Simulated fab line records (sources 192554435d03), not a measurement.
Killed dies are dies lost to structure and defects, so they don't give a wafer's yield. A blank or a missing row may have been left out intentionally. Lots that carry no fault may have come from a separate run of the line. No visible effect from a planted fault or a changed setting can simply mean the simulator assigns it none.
fab line records	flow n5_finfet
record lots=24	wafers=72	last_day=17
route steps=1938 shown BEOL_M3@981 BEOL_M4@1021
lots that met no fault: taken from a fault-free run of the same line
start_h: the number of hours between the record's first day and the start of the first shown wafer of the lot	wait_h: hours elapsed since this lot's preceding step	" identical to the entry in the row above	L1.1+2: several wafers, shown together as one row	- value missing, or start not given	* or withheld: withheld	< > ~ a bound
route shown NAME@n: names a module that has steps shown in the file, with the first one's number in the route	usual: mean/standard deviation of fault-free wafers	same: alike in all rows	chamber/n: place in a boat	sites: per-site readings	_std_site: standard deviation of those values	_edge_site: inner sites' mean taken away from outer sites' mean	radius_mm: for every site, how far away it sits from the centre of the wafer	mask NAME#n: copy n	behind: the last tool/chamber to shape the wafer	hold: reason for holding the lot/hours on hold/outcome of the hold	device: names the non-switching transistor (n, p or np)	end of line: the route-end tests of the same wafers	a step given without rows: its recipe and nothing more	killed: count of dies lost to structure and defects at first sort (not the wafer's yield)	map: dies across one wafer; x = killed, . = not, _ = none there
set.NAME: the setting that was run; set.NAME@STEP: the one run at that earlier step	model.NAME: the simulator's own value behind a step, which no gauge read
a sample of lots followed through the steps of the route, with each step as a table and each wafer as a row
services: from which hour (start_h, from the record's first day; less than 0 if before it) a tool's chamber was out of use, for how many hours, and why
## steps
# step N5_BEOL_M3_ETCH_41
# recipe chemistry=CH3F/O2	target=SiCN	target_depth_a=299	taper_deg=2	time_s=52.5	ion_energy_ev=120	mask_material=TiN	pressure_mtorr=30	source_w=395	bias_w=75	Ar_flow_sccm=150	CH3F_flow_sccm=30	O2_flow_sccm=20
# usual O2_flow_sccm=20.00/0.063	bias_w=75.02/0.23	drypump_motor_current_A=5.65/0.29	oes_product_au=0.75/0.044	rf_vpp_V=296.1/2	showerhead_plenum_p_Torr=1.94/0.084	throttle_valve_pct=16.24/0.23
lot.wafer	tool	chamber	start_h	wait_h	O2_flow_sccm	bias_w	drypump_motor_current_A	oes_product_au	rf_hours_counter_h	rf_vpp_V	showerhead_plenum_p_Torr	throttle_valve_pct
L074.3	rie_diel-01	0	-	-	20.10	75.16	5.69	0.83	75	297.7	2.03	15.95
L074.4	"	3	"	"	20.01	74.71	5.51	0.77	134	293.9	1.85	16.50
L074.6	"	0	"	"	20.02	74.86	5.69	0.82	-	298.4	2.03	15.95
L075.3	rie_diel-04	3	-	-	20.10	75.16	5.95	0.78	117	294.9	1.93	16.03
L075.4	"	2	"	"	19.94	75.02	5.83	0.76	133	294.4	1.85	16.23
L075.5	"	1	"	"	20.00	74.83	5.13	0.72	-	295.8	1.90	16.60
L076.2	rie_diel-01	1	-	-	20.01	74.85	5.97	0.72	167	299.3	2.08	16.11
L076.5	"	2	"	"	20.00	75.30	5.75	0.80	-	296.9	2.01	15.96
L076.6	"	3	"	"	19.98	74.75	5.57	0.77	-	292.7	1.85	16.48
L077.1	rie_diel-04	1	-	-	20.07	74.88	5.11	0.72	210	293.9	1.90	16.59
L077.4	"	2	"	"	19.91	74.59	5.82	0.76	-	293.6	1.85	16.23
L077.5	"	1	"	"	20.10	74.92	5.11	0.72	-	296.1	1.90	16.61
L078.2	rie_diel-01	1	-	-	19.98	74.99	5.96	0.73	172	298.3	2.08	16.12
L078.5	"	2	"	"	19.92	74.96	5.76	0.80	-	296.0	2.01	15.97
L078.6	"	3	"	"	20.00	75.08	5.50	0.75	-	294.8	1.85	16.49
L079.2	rie_diel-01	2	-	-	20.07	75.17	5.72	0.80	117	297.6	2.01	15.97
L079.3	"	1	"	"	19.95	74.76	5.97	0.73	173	298.7	2.08	16.13
L079.6	"	3	"	"	19.99	74.76	5.52	0.75	-	294.8	1.85	16.49
L080.2	rie_diel-01	0	-	-	19.98	75.41	5.71	0.83	78	296.6	2.03	15.97
L080.3	"	1	"	"	19.95	74.82	5.98	0.73	177	298.3	2.08	16.12
L080.4	"	2	"	"	20.08	74.55	5.72	0.80	121	297.8	2.01	15.98
L081.1	rie_diel-01	2	-	-	20.03	75.03	5.75	0.78	122	297.2	2.01	15.97
L081.3	"	3	"	"	19.93	74.86	5.48	0.76	147	293.8	1.85	16.49
L081.4	"	1	"	"	20.10	74.97	5.97	0.73	178	299.9	2.08	16.14
L083.1	rie_diel-04	3	-	-	20.00	75.31	6.04	0.77	130	296.7	1.92	16.05
L083.5	"	2	"	"	20.00	75.48	5.82	0.74	-	293.1	1.85	16.25
L083.6	"	3	"	"	19.98	75.14	6.03	0.77	-	294.9	1.92	16.05
L082.2	rie_diel-04	1	-	-	19.96	74.99	5.13	0.70	221	295.9	1.90	16.63
L082.3	"	3	"	"	20.04	74.74	6.00	0.77	130	296.2	1.92	16.06
L082.4	"	2	"	"	20.12	75.25	5.85	0.74	145	293.9	1.85	16.23
L084.1	rie_diel-01	0	-	-	19.92	75.21	5.70	0.82	84	298.7	2.03	15.97
L084.5	"	0	"	"	19.98	74.67	5.71	0.81	-	296.4	2.03	15.97
L084.6	"	1	"	"	20.00	74.84	5.97	0.72	-	299.8	2.08	16.15
L085.2	rie_diel-01	2	-	-	20.06	75.02	5.72	0.79	129	297.3	2.00	16.00
L085.3	"	3	"	"	20.04	74.92	5.48	0.74	155	293.2	1.85	16.53
L085.4	"	0	"	"	19.98	75.07	5.68	0.82	87	298.0	2.03	15.98
L086.2	rie_diel-01	0	-	-	20.09	75.37	5.68	0.81	92	297.5	2.02	15.98
L086.3	"	2	"	"	20.04	74.55	5.76	0.78	134	296.8	2.00	16.00
L086.6	"	3	"	"	20.00	74.94	5.54	0.74	-	293.8	1.85	16.52
L088.3	rie_diel-03	2	-	-	19.93	75.03	5.40	0.76	146	295.0	1.85	16.20
L088.4	"	1	"	"	20.01	75.22	6.12	0.87	55	295.5	1.94	16.06
L088.6	"	3	"	"	19.87	75.07	5.32	0.71	-	295.5	1.90	16.44
L087.2	rie_diel-04	0	-	-	19.97	74.99	5.19	0.68	250	296.6	1.96	16.31
L087.4	"	2	"	"	19.99	75.03	5.80	0.75	157	293.7	1.84	16.28
L087.5	"	1	"	"	19.96	74.93	5.09	0.71	-	295.4	1.89	16.65
L089.2	rie_diel-04	3	-	-	19.88	75.19	5.99	0.76	145	295.1	1.92	16.10
L089.5	"	1	"	"	19.96	74.92	5.09	0.69	-	295.4	1.89	16.64
L089.6	"	3	"	"	19.93	75.04	6.02	0.76	-	295.5	1.92	16.08
L091.2	rie_diel-01	2	-	-	20.05	75.05	5.75	0.77	141	297.6	2.00	16.03
L091.5	"	1	"	"	20.05	75.06	5.95	0.71	-	298.9	2.07	16.17
L091.6	"	0	"	"	20.03	75.35	5.68	0.80	-	296.8	2.02	15.98
L090.1	rie_diel-04	1	-	-	19.88	75.29	5.12	0.70	241	295.3	1.89	16.65
L090.5	"	3	"	"	19.92	74.78	6.01	0.76	-	294.2	1.92	16.09
L090.6	"	1	"	"	19.99	75.57	5.13	0.69	-	296.0	1.89	16.66
L093.1	rie_diel-03	3	-	-	19.99	75.02	5.31	0.69	224	295.1	1.89	16.49
L093.3	"	2	"	"	19.89	75.15	5.43	0.75	157	293.5	1.85	16.21
L093.6	"	0	"	"	20.11	74.88	5.40	0.75	-	294.4	1.84	16.39
L092.1	rie_diel-01	2	-	-	19.99	75.36	5.74	0.77	146	297.6	2.00	16.03
L092.2	"	3	"	"	20.03	75.05	5.50	0.74	177	294.5	1.84	16.56
L092.4	"	3	"	"	20.06	74.56	5.52	0.74	-	293.1	1.84	16.55
L094.2	rie_diel-04	1	-	-	20.01	75.62	5.09	0.68	247	295.1	1.89	16.67
L094.4	"	0	"	"	20.09	74.64	5.19	0.96	5	296.1	1.96	15.84
L094.5	"	2	"	"	20.13	75.22	5.81	0.72	-	295.2	1.84	16.29
L096.2	rie_diel-01	0	-	-	19.98	75.25	5.71	0.78	113	298.8	2.02	16.03
L096.4	"	2	"	"	20.04	75.17	5.73	0.76	150	297.0	2.00	16.03
L096.6	"	2	"	"	20.00	75.13	5.72	0.75	-	296.2	2.00	16.04
L095.4	rie_diel-03	0	-	-	19.88	74.80	5.42	0.74	166	292.7	1.84	16.41
L095.5	"	0	"	"	19.95	75.28	5.42	0.74	-	295.8	1.84	16.42
L095.6	"	3	"	"	19.86	75.37	5.31	0.69	-	296.0	1.89	16.48
L097.4	rie_diel-01	3	-	-	19.91	74.71	5.54	0.73	183	294.3	1.84	16.56
L097.5	"	2	"	"	20.09	75.03	5.75	0.75	-	298.3	2.00	16.03
L097.6	"	1	"	"	20.01	74.78	5.96	0.69	-	298.8	2.07	16.17
# step N5_BEOL_M3_DEGAS_44
# recipe ambient=vacuum	temp_c=250	time_s=60
# usual heater_power_w=353/45
lot.wafer	tool	chamber	start_h	wait_h	heater_power_w
L074.3	pvd_sputter-01	-	151.23	0.3	338
L074.4	"	-	"	"	362
L074.6	"	-	"	"	340
L075.3	pvd_sputter-03	-	154.84	0.4	348
L075.4	"	-	"	"	303
L075.5	"	-	"	"	480
L076.2	pvd_sputter-03	-	158.43	0.3	317
L076.5	"	-	"	"	320
L076.6	"	-	"	"	355
L077.1	pvd_sputter-01	-	162.06	0.6	360
L077.4	"	-	"	"	336
L077.5	"	-	"	"	371
L078.2	pvd_sputter-02	-	171.44	0.3	333
L078.5	"	-	"	"	340
L078.6	"	-	"	"	329
L079.2	pvd_sputter-01	-	177.97	1.3	367
L079.3	"	-	"	"	336
L079.6	"	-	"	"	332
L080.2	pvd_sputter-03	-	187.77	0.4	354
L080.3	"	-	"	"	408
L080.4	"	-	"	"	314
L081.1	pvd_sputter-03	-	189.85	1.0	324
L081.3	"	-	"	"	397
L081.4	"	-	"	"	348
L083.1	pvd_sputter-03	-	198.31	0.0	322
L083.5	"	-	"	"	398
L083.6	"	-	"	"	353
L082.2	pvd_sputter-02	-	198.89	0.2	351
L082.3	"	-	"	"	331
L082.4	"	-	"	"	282
L084.1	pvd_sputter-01	-	205.75	0.7	329
L084.5	"	-	"	"	365
L084.6	"	-	"	"	366
L085.2	pvd_sputter-03	-	213.27	0.1	481
L085.3	"	-	"	"	351
L085.4	"	-	"	"	311
L086.2	pvd_sputter-02	-	224.87	0.2	279
L086.3	"	-	"	"	352
L086.6	"	-	"	"	280
L088.3	pvd_sputter-02	-	231.33	0.0	343
L088.4	"	-	"	"	336
L088.6	"	-	"	"	322
L087.2	pvd_sputter-02	-	231.53	0.1	347
L087.4	"	-	"	"	327
L087.5	"	-	"	"	339
L089.2	pvd_sputter-02	-	241.51	0.4	279
L089.5	"	-	"	"	330
L089.6	"	-	"	"	345
L091.2	pvd_sputter-01	-	247.04	0.3	356
L091.5	"	-	"	"	366
L091.6	"	-	"	"	326
L090.1	pvd_sputter-01	-	252.10	0.3	328
L090.5	"	-	"	"	344
L090.6	"	-	"	"	362
L093.1	pvd_sputter-03	-	262.70	0.0	324
L093.3	"	-	"	"	387
L093.6	"	-	"	"	401
L092.1	pvd_sputter-02	-	267.60	0.3	345
L092.2	"	-	"	"	326
L092.4	"	-	"	"	282
L094.2	pvd_sputter-02	-	268.04	0.4	335
L094.4	"	-	"	"	285
L094.5	"	-	"	"	342
L096.2	pvd_sputter-01	-	280.55	0.2	360
L096.4	"	-	"	"	370
L096.6	"	-	"	"	332
L095.4	pvd_sputter-01	-	280.83	0.3	376
L095.5	"	-	"	"	360
L095.6	"	-	"	"	333
L097.4	pvd_sputter-01	-	284.97	0.3	362
L097.5	"	-	"	"	322
L097.6	"	-	"	"	368
# step N5_BEOL_M3_SURFACE_TREAT_85
# recipe gas=Ar	time_s=*	ion_energy_ev=*	ion_current_ma_cm2=0.5	pressure_mtorr=*	ar_flow_sccm=30
# usual throttle_valve_pct=*
lot.wafer	tool	chamber	start_h	wait_h	throttle_valve_pct
L074.3	pvd_sputter-02	-	151.78	0.4	*
L074.4	"	-	"	"	*
L074.6	"	-	"	"	*
L075.3	pvd_sputter-02	-	155.23	0.1	*
L075.4	"	-	"	"	*
L075.5	"	-	"	"	*
L076.2	pvd_sputter-02	-	158.87	0.2	*
L076.5	"	-	"	"	*
L076.6	"	-	"	"	*
L077.1	pvd_sputter-01	-	162.70	0.4	*
L077.4	"	-	"	"	*
L077.5	"	-	"	"	*
L078.2	pvd_sputter-01	-	171.82	0.2	*
L078.5	"	-	"	"	*
L078.6	"	-	"	"	*
L079.2	pvd_sputter-01	-	178.33	0.1	*
L079.3	"	-	"	"	*
L079.6	"	-	"	"	*
L080.2	pvd_sputter-02	-	188.15	0.2	*
L080.3	"	-	"	"	*
L080.4	"	-	"	"	*
L081.1	pvd_sputter-01	-	190.20	0.2	*
L081.3	"	-	"	"	*
L081.4	"	-	"	"	*
L083.1	pvd_sputter-02	-	198.67	0.2	*
L083.5	"	-	"	"	*
L083.6	"	-	"	"	*
L082.2	pvd_sputter-01	-	199.27	0.2	*
L082.3	"	-	"	"	*
L082.4	"	-	"	"	*
L084.1	pvd_sputter-01	-	206.09	0.1	*
L084.5	"	-	"	"	*
L084.6	"	-	"	"	*
L085.2	pvd_sputter-02	-	213.60	0.1	*
L085.3	"	-	"	"	*
L085.4	"	-	"	"	*
L086.2	pvd_sputter-03	-	225.37	0.2	*
L086.3	"	-	"	"	*
L086.6	"	-	"	"	*
L088.3	pvd_sputter-01	-	231.82	0.3	*
L088.4	"	-	"	"	*
L088.6	"	-	"	"	*
L087.2	pvd_sputter-03	-	231.89	0.2	*
L087.4	"	-	"	"	*
L087.5	"	-	"	"	*
L089.2	pvd_sputter-02	-	241.91	0.2	*
L089.5	"	-	"	"	*
L089.6	"	-	"	"	*
L091.2	pvd_sputter-01	-	247.48	0.2	*
L091.5	"	-	"	"	*
L091.6	"	-	"	"	*
L090.1	pvd_sputter-01	-	252.76	0.4	*
L090.5	"	-	"	"	*
L090.6	"	-	"	"	*
L093.1	pvd_sputter-03	-	263.04	0.1	*
L093.3	"	-	"	"	*
L093.6	"	-	"	"	*
L092.1	pvd_sputter-01	-	268.01	0.2	*
L092.2	"	-	"	"	*
L092.4	"	-	"	"	*
L094.2	pvd_sputter-02	-	268.44	0.2	*
L094.4	"	-	"	"	*
L094.5	"	-	"	"	*
L096.2	pvd_sputter-01	-	280.91	0.2	*
L096.4	"	-	"	"	*
L096.6	"	-	"	"	*
L095.4	pvd_sputter-02	-	281.19	0.1	*
L095.5	"	-	"	"	*
L095.6	"	-	"	"	*
L097.4	pvd_sputter-01	-	285.53	0.4	*
L097.5	"	-	"	"	*
L097.6	"	-	"	"	*
# step N5_BEOL_M3_SPUTTER_48
# recipe material=Cu	target_thk_a=45	temp_c=-20	chamber_pressure_pa=0.07	power_w=withheld	time_s=8.29
# usual throttle_valve_pct=30.0/0.61
lot.wafer	tool	chamber	start_h	wait_h	throttle_valve_pct
L074.3	pvd_sputter-02	-	152.00	0.1	30.4
L074.4	"	-	"	"	29.6
L074.6	"	-	"	"	29.2
L075.3	pvd_sputter-01	-	155.49	0.1	30.8
L075.4	"	-	"	"	30.5
L075.5	"	-	"	"	29.9
L076.2	pvd_sputter-01	-	159.40	0.3	30.0
L076.5	"	-	"	"	29.9
L076.6	"	-	"	"	30.4
L077.1	pvd_sputter-01	-	162.94	0.1	30.5
L077.4	"	-	"	"	30.3
L077.5	"	-	"	"	29.9
L078.2	pvd_sputter-03	-	172.64	0.5	30.1
L078.5	"	-	"	"	29.1
L078.6	"	-	"	"	30.3
L079.2	pvd_sputter-03	-	178.64	0.2	28.7
L079.3	"	-	"	"	29.8
L079.6	"	-	"	"	30.2
L080.2	pvd_sputter-02	-	188.51	0.2	29.3
L080.3	"	-	"	"	30.5
L080.4	"	-	"	"	30.6
L081.1	pvd_sputter-01	-	190.44	0.1	30.7
L081.3	"	-	"	"	30.0
L081.4	"	-	"	"	30.6
L083.1	pvd_sputter-02	-	198.97	0.2	29.0
L083.5	"	-	"	"	29.2
L083.6	"	-	"	"	29.5
L082.2	pvd_sputter-02	-	200.81	1.3	29.3
L082.3	"	-	"	"	30.7
L082.4	"	-	"	"	29.1
L084.1	pvd_sputter-01	-	206.33	0.1	30.2
L084.5	"	-	"	"	30.5
L084.6	"	-	"	"	30.0
L085.2	pvd_sputter-01	-	213.87	0.1	30.0
L085.3	"	-	"	"	30.6
L085.4	"	-	"	"	30.1
L086.2	pvd_sputter-03	-	225.62	0.1	30.7
L086.3	"	-	"	"	29.6
L086.6	"	-	"	"	29.2
L088.3	pvd_sputter-03	-	232.17	0.2	30.2
L088.4	"	-	"	"	29.6
L088.6	"	-	"	"	30.1
L087.2	pvd_sputter-02	-	233.53	1.4	31.0
L087.4	"	-	"	"	30.4
L087.5	"	-	"	"	29.2
L089.2	pvd_sputter-03	-	242.19	0.1	30.2
L089.5	"	-	"	"	29.6
L089.6	"	-	"	"	29.0
L091.2	pvd_sputter-01	-	247.96	0.3	30.6
L091.5	"	-	"	"	30.6
L091.6	"	-	"	"	30.1
L090.1	pvd_sputter-03	-	253.34	0.1	29.0
L090.5	"	-	"	"	29.4
L090.6	"	-	"	"	30.1
L093.1	pvd_sputter-02	-	263.34	0.2	30.5
L093.3	"	-	"	"	29.3
L093.6	"	-	"	"	30.9
L092.1	pvd_sputter-01	-	268.23	0.1	30.8
L092.2	"	-	"	"	30.0
L092.4	"	-	"	"	30.5
L094.2	pvd_sputter-01	-	270.07	1.3	30.4
L094.4	"	-	"	"	30.3
L094.5	"	-	"	"	30.8
L096.2	pvd_sputter-01	-	281.13	0.1	30.7
L096.4	"	-	"	"	30.1
L096.6	"	-	"	"	30.8
L095.4	pvd_sputter-02	-	281.48	0.0	29.2
L095.5	"	-	"	"	29.3
L095.6	"	-	"	"	29.2
L097.4	pvd_sputter-02	-	286.16	0.3	28.9
L097.5	"	-	"	"	30.2
L097.6	"	-	"	"	30.8
# step N5_BEOL_M3_CO_CAP_55
# recipe material=Co	target_thk_a=20	temp_c=200	precursor=CCTBA/H2	pressure_torr=30	time_s=102.1
# usual heater_power_w=225/17
lot.wafer	tool	chamber	start_h	wait_h	heater_power_w
L074.3	cvd_co-01	1	154.62	0.0	202
L074.4	"	0	"	"	228
L074.6	"	2	"	"	215
L075.3	cvd_co-01	2	158.13	0.0	210
L075.4	"	1	"	"	209
L075.5	"	0	"	"	224
L076.2	cvd_co-01	1	162.14	0.0	204
L076.5	"	2	"	"	213
L076.6	"	1	"	"	203
L077.1	cvd_co-01	0	165.56	0.0	233
L077.4	"	0	"	"	231
L077.5	"	2	"	"	214
L078.2	cvd_co-01	2	175.27	0.0	210
L078.5	"	2	"	"	216
L078.6	"	1	"	"	201
L079.2	cvd_co-02	1	181.27	0.0	261
L079.3	"	0	"	"	230
L079.6	"	2	"	"	246
L080.2	cvd_co-02	2	191.20	0.0	246
L080.3	"	0	"	"	231
L080.4	"	2	"	"	243
L081.1	cvd_co-01	1	193.08	0.0	205
L081.3	"	0	"	"	229
L081.4	"	2	"	"	215
L083.1	cvd_co-01	1	201.59	0.0	208
L083.5	"	2	"	"	210
L083.6	"	0	"	"	229
L082.2	cvd_co-01	2	203.44	0.0	212
L082.3	"	1	"	"	207
L082.4	"	2	"	"	210
L084.1	cvd_co-01	0	208.96	0.0	229
L084.5	"	2	"	"	216
L084.6	"	0	"	"	232
L085.2	cvd_co-01	0	216.53	0.0	227
L085.3	"	2	"	"	216
L085.4	"	2	"	"	207
L086.2	cvd_co-01	1	228.53	0.0	208
L086.3	"	0	"	"	227
L086.6	"	2	"	"	219
L088.3	cvd_co-01	0	234.79	0.0	234
L088.4	"	0	"	"	231
L088.6	"	1	"	"	213
L087.2	cvd_co-02	1	236.17	0.0	262
L087.4	"	1	"	"	260
L087.5	"	0	"	"	232
L089.2	cvd_co-02	1	245.49	0.0	264
L089.5	"	1	"	"	263
L089.6	"	2	"	"	249
L091.2	cvd_co-02	0	250.66	0.0	227
L091.5	"	2	"	"	245
L091.6	"	0	"	"	232
L090.1	cvd_co-01	1	255.97	0.0	208
L090.5	"	0	"	"	225
L090.6	"	1	"	"	207
L093.1	cvd_co-01	1	265.98	0.0	209
L093.3	"	1	"	"	203
L093.6	"	2	"	"	219
L092.1	cvd_co-02	2	270.87	0.0	248
L092.2	"	1	"	"	258
L092.4	"	0	"	"	233
L094.2	cvd_co-01	1	272.75	0.0	207
L094.4	"	0	"	"	229
L094.5	"	2	"	"	217
L096.2	cvd_co-01	1	283.76	0.0	207
L096.4	"	0	"	"	229
L096.6	"	1	"	"	214
L095.4	cvd_co-02	1	284.15	0.0	261
L095.5	"	2	"	"	248
L095.6	"	0	"	"	237
L097.4	cvd_co-01	2	288.84	0.1	211
L097.5	"	0	"	"	229
L097.6	"	2	"	"	210
# step N5_BEOL_M4_ILD_DEP_00
# recipe material=SiOC	target_thk_a=790	temp_c=350	precursor=DEMS/O2	pressure_torr=5	rf_w=500	time_s=15.3
# usual heater_power_w=498/78	showerhead_plenum_p_Torr=5.692/0.014	throttle_valve_pct=11.7/0.57
lot.wafer	tool	chamber	start_h	wait_h	heater_power_w	showerhead_plenum_p_Torr	throttle_valve_pct
L074.3	pecvd-01	0	154.87	0.0	653	5.693	12.0
L074.4	"	0	"	"	626	5.704	12.2
L074.6	"	1	"	"	555	5.698	12.4
L075.3	pecvd-01	2	158.38	0.0	422	5.693	11.0
L075.4	"	2	"	"	445	5.699	11.3
L075.5	"	1	"	"	555	5.716	12.1
L076.2	pecvd-04	2	162.38	0.0	468	5.689	11.2
L076.5	"	2	"	"	478	5.684	11.4
L076.6	"	1	"	"	567	5.687	12.5
L077.1	pecvd-02	1	165.81	0.0	432	5.704	11.9
L077.4	"	0	"	"	443	5.709	11.8
L077.5	"	1	"	"	450	5.709	11.9
L078.2	pecvd-04	2	175.52	0.0	429	5.688	11.2
L078.5	"	1	"	"	603	5.679	12.4
L078.6	"	2	"	"	438	5.691	11.6
L079.2	pecvd-01	2	181.51	0.0	416	5.681	11.3
L079.3	"	1	"	"	514	5.690	12.3
L079.6	"	2	"	"	425	5.686	11.4
L080.2	pecvd-02	0	191.46	0.0	443	5.701	12.0
L080.3	"	1	"	"	483	5.727	12.0
L080.4	"	1	"	"	389	5.721	12.0
L081.1	pecvd-04	1	193.33	0.0	580	5.679	12.6
L081.3	"	2	"	"	491	5.705	11.3
L081.4	"	1	"	"	590	5.670	12.8
L083.1	pecvd-01	0	201.87	0.0	567	5.675	12.1
L083.5	"	1	"	"	539	5.688	12.2
L083.6	"	0	"	"	570	5.690	11.8
L082.2	pecvd-01	2	203.69	0.0	469	5.687	11.3
L082.3	"	1	"	"	545	5.708	12.2
L082.4	"	2	"	"	469	5.689	11.3
L084.1	pecvd-04	1	209.21	0.0	559	5.677	12.4
L084.5	"	0	"	"	376	5.685	11.2
L084.6	"	2	"	"	416	5.697	11.4
L085.2	pecvd-04	2	216.79	0.0	452	5.712	11.6
L085.3	"	0	"	"	370	5.691	11.0
L085.4	"	0	"	"	367	5.695	11.4
L086.2	pecvd-04	1	228.78	0.0	592	5.683	12.5
L086.3	"	0	"	"	404	5.685	11.2
L086.6	"	2	"	"	471	5.698	11.4
L088.3	pecvd-04	1	235.04	0.0	558	5.672	12.5
L088.4	"	1	"	"	546	5.682	12.4
L088.6	"	0	"	"	400	5.694	11.1
L087.2	pecvd-01	1	236.44	0.0	536	5.710	12.4
L087.4	"	2	"	"	446	5.669	11.2
L087.5	"	1	"	"	525	5.713	12.3
L089.2	pecvd-02	2	245.74	0.0	545	5.686	10.7
L089.5	"	2	"	"	573	5.668	10.5
L089.6	"	1	"	"	445	5.718	11.9
L091.2	pecvd-04	1	250.90	0.0	518	5.666	12.5
L091.5	"	0	"	"	339	5.692	11.2
L091.6	"	2	"	"	434	5.705	11.2
L090.1	pecvd-01	0	256.22	0.0	666	5.682	11.8
L090.5	"	2	"	"	415	5.656	11.3
L090.6	"	1	"	"	458	5.710	12.4
L093.1	pecvd-04	0	266.29	0.0	365	5.689	11.1
L093.3	"	1	"	"	562	5.690	12.5
L093.6	"	2	"	"	509	5.706	11.4
L092.1	pecvd-01	0	271.12	0.0	652	5.691	11.7
L092.2	"	2	"	"	476	5.683	11.3
L092.4	"	2	"	"	466	5.693	11.6
L094.2	pecvd-02	2	272.99	0.0	540	5.685	10.7
L094.4	"	0	"	"	446	5.691	12.2
L094.5	"	2	"	"	540	5.678	10.8
L096.2	pecvd-01	2	284.00	0.0	447	5.699	11.3
L096.4	"	2	"	"	447	5.665	11.1
L096.6	"	1	"	"	543	5.705	12.2
L095.4	pecvd-01	1	284.38	0.1	552	5.707	12.4
L095.5	"	0	"	"	630	5.707	11.9
L095.6	"	2	"	"	463	5.696	11.2
L097.4	pecvd-02	1	289.11	0.1	400	5.717	11.7
L097.5	"	2	"	"	616	5.679	10.9
L097.6	"	0	"	"	409	5.704	12.2
## services
tool	chamber	start_h	hours	kind
cvd_co-02	-	129.60	6.9	pm
pecvd-02	-	134.52	2.8	pm
rie_diel-01	3	135.21	3.0	repair
rie_diel-04	0	154.84	11.5	repair
pvd_sputter-01	-	158.45	0.9	repair
rie_diel-01	-	181.01	0.5	repair
cvd_co-02	-	197.44	6.0	pm
pecvd-01	0	203.34	5.5	scheduled_down
rie_diel-03	-	211.39	14.6	pm
pecvd-04	1	213.24	2.1	scheduled_down
pecvd-01	-	217.79	1.4	repair
pecvd-01	2	222.99	2.1	scheduled_down
rie_diel-01	3	230.17	3.4	repair
pecvd-01	-	233.05	1.7	repair
pecvd-02	-	233.13	6.0	pm
cvd_co-01	-	250.06	3.7	repair
rie_diel-04	-	254.83	0.1	repair
rie_diel-01	2	256.39	8.1	repair
pecvd-04	1	257.53	5.5	scheduled_down
rie_diel-01	1	260.87	12.6	repair
cvd_co-01	0	263.60	8.7	repair
pecvd-02	1	264.72	3.6	repair
rie_diel-03	1	285.68	6.9	repair
cvd_co-01	1	287.86	7.7	repair
## key
fault none
